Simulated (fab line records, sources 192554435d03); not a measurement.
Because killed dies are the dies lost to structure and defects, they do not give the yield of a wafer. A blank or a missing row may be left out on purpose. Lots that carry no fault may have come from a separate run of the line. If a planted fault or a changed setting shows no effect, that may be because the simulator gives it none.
Chamber matching + flow n5-finfet + N5_FIN_SAQP_ETCH_65 on rie-si-06 has 4 sister chambers
The step etches SiO2 in CF4, target depth 4 nm, time 4.4 s. 4 wafers are shown with their chamber, then 12 later ones without.

WAFERS, EACH WITH ITS CHAMBER
| wafer  | chamber | drypump-motor-current-A (A) |
|--------|---------|-----------------------------|
| L086.1 | 0       | 6.0                         |
| L086.4 | 2       | 5.5                         |
| L087.3 | 1       | 5.8                         |
| L087.6 | 3       | 4.8                         |

WAFERS WITHOUT THEIR CHAMBER
| wafer  | drypump-motor-current-A (A) |
|--------|-----------------------------|
| L088.1 | 5.5                         |
| L088.3 | 5.8                         |
| L088.5 | 4.9                         |
| L090.1 | 6.0                         |
| L090.2 | 4.9                         |
| L090.5 | 5.8                         |
| L096.1 | 5.5                         |
| L096.3 | 6.0                         |
| L096.4 | 5.8                         |
| L097.2 | 5.8                         |
| L097.5 | 6.0                         |
| L097.6 | 5.5                         |

CHAMBER TAKEN BY EACH
| wafer  | from the rows above | in truth |
|--------|---------------------|----------|
| L088.1 | 2                   | 2        |
| L088.3 | 1                   | 1        |
| L088.5 | 3                   | 3        |
| L090.1 | 0                   | 0        |
| L090.2 | 3                   | 3        |
| L090.5 | 1                   | 1        |
| L096.1 | 2                   | 2        |
| L096.3 | 0                   | 0        |
| L096.4 | 1                   | 1        |
| L097.2 | 1                   | 1        |
| L097.5 | 0                   | 0        |
| L097.6 | 2                   | 2        |
12 of 12 placed correctly. Not placeable from these rows: 0. Number placed wrongly: 0.
How it was worked out, from the rows above alone: a wafer's distance from a chamber is the root of the sum, over the readings, of the square of ((its reading less the chamber's mean) divided by the reading's scatter). If the next closest chamber is less than 2 further off than the closest, the wafer can't be placed; otherwise it belongs to the closest. For every chamber, the mean is computed from those of its wafers that are shown. The scatter: with one shown wafer a chamber, the root of the mean of the squares of how far each hidden wafer lies from its nearest shown one.
